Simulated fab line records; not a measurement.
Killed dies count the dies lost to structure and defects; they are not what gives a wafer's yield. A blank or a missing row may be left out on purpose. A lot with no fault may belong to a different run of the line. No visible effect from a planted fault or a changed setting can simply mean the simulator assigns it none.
Split-lot experiment ; flow n5Finfet ; on a route of 1938 steps: 7 lots, 21 wafers read

## THE SPLIT
At N5_DUMMY_GATE_COAT_28 (time 60 s, resist thk 10 nm), the setting spinRpm was moved away from the recipe's 1500 rpm on 8 of the 21 wafers read, by -10.7% to +10.4%. For the rest of the wafers, this setting stayed at what the recipe calls for.

The split's own step is where the reading is taken.

## THE READING
underlayer_of_DUMMY_GATE_COAT_28.thkNm (the simulator's own value, which no gauge read), in nm, at N5_DUMMY_GATE_COAT_28 (time 60 s, resist thk 10 nm). The file does not state a usual value for it.

wafer;tool, chamber at the split;spinRpm as run, rpm;against the recipe;underlayer_of_DUMMY_GATE_COAT_28.thkNm, nm;against lot-mates on the recipe
L078.3;lithoTrack-02, 0;1500;recipe;10;-
L078.4;lithoTrack-02, 0;1437;-4.2%;10.2;+0.2
L078.5;lithoTrack-02, 0;1437;-4.2%;10.2;+0.2
L079.1;lithoTrack-03, 0;1500;recipe;10;-
L079.4;lithoTrack-03, 0;1500;recipe;10;-
L079.6;lithoTrack-03, 0;1500;recipe;10;-
L082.2;lithoTrack-03, 0;1500;recipe;10;-
L082.6;lithoTrack-03, 0;1500;recipe;10;-
L082.3;lithoTrack-03, 0;1656;+10.4%;9.6;-0.4
L084.2;lithoTrack-02, 0;1339;-10.7%;10.6;+0.6
L084.5;lithoTrack-02, 0;1339;-10.7%;10.6;+0.6
L084.3;lithoTrack-02, 0;1500;recipe;10;-
L085.2;lithoTrack-01, 0;1350;-10.0%;10.4;+0.4
L085.3;lithoTrack-01, 0;1500;recipe;10;-
L085.6;lithoTrack-01, 0;1500;recipe;10;-
L090.1;lithoTrack-01, 0;1500;recipe;10;-
L090.2;lithoTrack-01, 0;1500;recipe;10;-
L090.4;lithoTrack-01, 0;1500;recipe;10;-
L092.2;lithoTrack-03, 0;1500;recipe;10;-
L092.5;lithoTrack-03, 0;1383;-7.8%;10.4;+0.4
L092.6;lithoTrack-03, 0;1383;-7.8%;10.4;+0.4

THE FIT
A straight line over all 21 wafers: underlayer_of_DUMMY_GATE_COAT_28.thkNm changes by -0.0477 nm for each +1% of spinRpm; r = -0.99; the points scatter about the line by 0.039 nm.
The same after taking each lot's own level away (the mean of its wafers on the recipe; 21 wafers): -0.0477 nm for each +1%; r = -0.99; scatter 0.039 nm.
The reading moves by 0.51 nm for the largest change in spinRpm, on that fit.
The lots' own levels span 10.00 to 10.00 nm.
Hence the lot-to-lot level has little effect on the slope; both slopes agree.
Check: with one of the wafers moved furthest among these (-10.7%) left out of the fit, the line predicts +0.506 nm for it against its lot-mates. It came out at +0.6 nm against them.

## ADDITIONAL SPLITS CARRIED BY THESE WAFERS
Note: prior to the reading, these wafers also went through further splits. Each is held against what the fit with the lots' levels taken away leaves over:
other split on the same wafers;wafers away from the commonest value;r with underlayer_of_DUMMY_GATE_COAT_28.thkNm (lot level and that fit taken away)
N5_ZERO_LAYER_PECVD_02 timeS;7;-0.32
N5_ZERO_LAYER_COAT_05 spinRpm;7;-0.16
N5_FIN_SAQP_PECVD_06 timeS;4;-0.19
N5_FIN_SAQP_HM_DEP_72 timeS;8;-0.26
N5_FIN_SAQP_ETCH_34 sourceW;5;-0.09

## THE FILE'S OWN FIT
underlayer_of_DUMMY_GATE_COAT_28.thkNm changes by -0.0462 nm for each +1% of spinRpm, r = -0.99.
